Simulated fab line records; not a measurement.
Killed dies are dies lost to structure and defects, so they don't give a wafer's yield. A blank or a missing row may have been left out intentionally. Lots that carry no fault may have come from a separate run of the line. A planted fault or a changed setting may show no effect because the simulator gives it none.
Chamber matching / flow n5 finfet / rie si-05 running N5_BEOL_M0_SAQP_MANDREL2_REMOVE_110: 4 sister chambers
The step chemistry HBr/Cl2/O2, target a-Si, stops on SiCN, bt time 10 s. 8 wafers are shown with their chamber, then 9 later ones without.

== WAFERS PAIRED WITH THEIR CHAMBERS ==
wafer=L084.3; chamber=0; drypump motor current A (A)=5.7; throttle valve pct (%)=36.51
wafer=L084.5; chamber=2; drypump motor current A (A)=5.3; throttle valve pct (%)=36.89
wafer=L084.6; chamber=1; drypump motor current A (A)=5.3; throttle valve pct (%)=36.95
wafer=L086.1; chamber=2; drypump motor current A (A)=5.3; throttle valve pct (%)=36.90
wafer=L086.4; chamber=1; drypump motor current A (A)=5.3; throttle valve pct (%)=36.94
wafer=L090.1; chamber=0; drypump motor current A (A)=5.8; throttle valve pct (%)=36.54
wafer=L090.3; chamber=3; drypump motor current A (A)=6.5; throttle valve pct (%)=36.42
wafer=L090.6; chamber=3; drypump motor current A (A)=6.6; throttle valve pct (%)=36.42

== WAFERS WITHOUT THEIR CHAMBER ==
wafer=L091.4; drypump motor current A (A)=5.3; throttle valve pct (%)=36.88
wafer=L091.5; drypump motor current A (A)=5.3; throttle valve pct (%)=36.90
wafer=L091.6; drypump motor current A (A)=5.3; throttle valve pct (%)=36.94
wafer=L092.1; drypump motor current A (A)=5.3; throttle valve pct (%)=36.93
wafer=L092.4; drypump motor current A (A)=6.6; throttle valve pct (%)=36.42
wafer=L092.6; drypump motor current A (A)=5.7; throttle valve pct (%)=36.52
wafer=L094.2; drypump motor current A (A)=5.3; throttle valve pct (%)=36.89
wafer=L094.3; drypump motor current A (A)=5.3; throttle valve pct (%)=36.95
wafer=L094.4; drypump motor current A (A)=5.7; throttle valve pct (%)=36.51

== CHAMBER TAKEN BY EACH ==
wafer=L091.4; from the rows above=2; in truth=2
wafer=L091.5; from the rows above=2; in truth=2
wafer=L091.6; from the rows above=1; in truth=1
wafer=L092.1; from the rows above=can't be placed: 1 or 2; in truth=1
wafer=L092.4; from the rows above=3; in truth=3
wafer=L092.6; from the rows above=0; in truth=0
wafer=L094.2; from the rows above=2; in truth=2
wafer=L094.3; from the rows above=1; in truth=1
wafer=L094.4; from the rows above=0; in truth=0
Correctly placed: 8 of 9. Can't be placed from these rows: 1 (the true chamber is among the candidates in 1). Placed wrongly: 0.
How it was worked out, from the rows above alone: a wafer's distance from a chamber is the root of the sum, over the readings, of the square of ((its reading less the chamber's mean) divided by the reading's scatter). The wafer belongs to the nearest chamber; if the next one is less than 2 further off, it can't be placed. The mean given for a chamber averages the wafers shown for that chamber. The scatter: the root of (the sum of the squares of (reading less its chamber's mean) over the shown wafers, divided by (wafers less chambers)).
